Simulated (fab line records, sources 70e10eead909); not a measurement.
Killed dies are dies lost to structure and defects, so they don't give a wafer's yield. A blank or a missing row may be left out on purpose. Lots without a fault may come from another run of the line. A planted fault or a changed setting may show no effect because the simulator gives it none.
A struck lot beside a sound one | flow nand_harc | 14 steps out of a route of 1159
Sound: wafers L352.1, L352.3, L352.4. Struck: wafer L361.3. (L361.2, L361.5 of the same lot were not struck and are left out.) The cause comes at the end.
At each step with rows: each side's tool, then ch and its chambers, then its first start. Under that, the readings that differ: sound wafers | struck wafers | difference of the means | sigmas: that difference in standard deviations of wafers without a fault.
alike: readings whose means differ by less than 2 such deviations, and words and numbers that are the same on both sides. not compared: withheld readings, readings that some wafer has no value for, bounds like >300 that may hide the same value, and numbers for which the record gives no deviation and whose values overlap.
The two part at a step that has a row with sigmas, a row that says differs or no value, or rows on one side only. Numbers that don't overlap but have no deviation are shown without sigmas and don't part them. A reading that every wafer of one side lacks parts them only if that side has two wafers or more.

first, 5 steps without rows for these wafers: NHARC_A_CONTACT_SOFTBAKE_03 (time 55 s); NHARC_A_CONTACT_EBR_04; NHARC_A_CONTACT_EXPOSE_05 (exposes mask A CC); NHARC_A_CONTACT_PEB_06 (peb time 65 s); NHARC_A_CONTACT_DEVELOP_07 (develop time 35 s).
NHARC_A_CONTACT_CD_MEAS_08: target cd 100 nm.
  sound on cd_sem-02 ch 0, day 17 10:58; struck on cd_sem-01 ch 0, day 21 10:32
  alike: cd_nm
NHARC_A_CONTACT_OVL_MEAS_09:
  sound on overlay-02, day 17 11:03; struck on overlay-01, day 21 10:37
  alike: overlay_x_nm, overlay_y_nm
NHARC_A_CONTACT_INSPECT_10:
  sound on defect_inspect-02, day 17 11:05; struck on defect_inspect-02, day 21 10:39
  alike: raw_defect_count
NHARC_A_CONTACT_DESCUM_13: chemistry O2, time 3 s.
  sound on rie_diel-01 ch 0,1,2, day 17 11:09; struck on rie_diel-01 ch 1, day 21 10:44
  reading                | sound    | struck | difference | sigmas
  rf_hours_counter_h (h) | 13 15 15 | 34     | +20        |
  alike: drypump_motor_current_A, oes_product_au, rf_vpp_V, showerhead_plenum_p_Torr, throttle_valve_pct
NHARC_A_CONTACT_ETCH_88: etches the open film in CF4, target depth 39 nm, time 65 s.
  sound on rie_diel-01 ch 1,2,3, day 17 11:14; struck on rie_diel-01 ch 1, day 21 10:48
  reading                | sound    | struck | difference | sigmas
  rf_hours_counter_h (h) | 15 15 13 | 34     | +20        |
  alike: bias_w, drypump_motor_current_A, oes_product_au, rf_vpp_V, run_length_s, showerhead_plenum_p_Torr, throttle_valve_pct
NHARC_A_CONTACT_ETCH_89: etches the open film in N2/H2, target depth 260 nm, time 475.3 s.
  sound on rie_diel-01 ch 1,2,3; struck on rie_diel-01 ch 3
  reading                | sound    | struck | difference | sigmas
  rf_hours_counter_h (h) | 15 13 15 | 29     | +15        |
  alike: bias_w, drypump_motor_current_A, oes_product_au, rf_vpp_V, run_length_s, showerhead_plenum_p_Torr, throttle_valve_pct
NHARC_A_CONTACT_ETCH_30: etches the open film in CF4/CHF3, target depth 60.5 nm, time 30.2 s.
  sound on rie_diel-01 ch 1,2,3; struck on rie_diel-01 ch 1
  reading                | sound             | struck | difference | sigmas
  chf3_flow_sccm (sccm)  | 29.94 30.03 30.02 | 29.75  | -0.25      | -3
  rf_hours_counter_h (h) | 16 13 15          | 34     | +19        |
  alike: bias_w, drypump_motor_current_A, oes_product_au, rf_vpp_V, run_length_s, showerhead_plenum_p_Torr, throttle_valve_pct
NHARC_A_CONTACT_ETCH_31: etches the open film in O2/COS, target depth 2000 nm, time 520 s.
  sound on rie_diel-01 ch 0,1,3, day 17 11:45; struck on rie_diel-01 ch 1, day 21 11:23
  reading                | sound             | struck | difference | sigmas
  rf_hours_counter_h (h) | 13 15 16          | 34     | +19        |
  run_length_s (s)       | 541.6 540.9 541.0 | 416.5  | -124.7     | -99 or more
  alike: drypump_motor_current_A, oes_product_au, rf_vpp_V, showerhead_plenum_p_Torr, throttle_valve_pct
  not compared: bias_w
NHARC_A_CONTACT_ETCH_134: etches the open film in C4F8/O2/Ar, time 140 s, target depth 700 nm.
  sound on har_cap_etch-02 ch 0,1, day 17 12:09; struck on har_cap_etch-01 ch 1, day 21 11:43
  alike: run_length_s
  not compared: rf_hours_counter_h

WHERE THEY PART
First at NHARC_A_CONTACT_ETCH_30; last, within this record, at NHARC_A_CONTACT_ETCH_31. Later steps at which nothing parts them and some readings are alike: NHARC_A_CONTACT_ETCH_134.

WHY: what the simulator had put in
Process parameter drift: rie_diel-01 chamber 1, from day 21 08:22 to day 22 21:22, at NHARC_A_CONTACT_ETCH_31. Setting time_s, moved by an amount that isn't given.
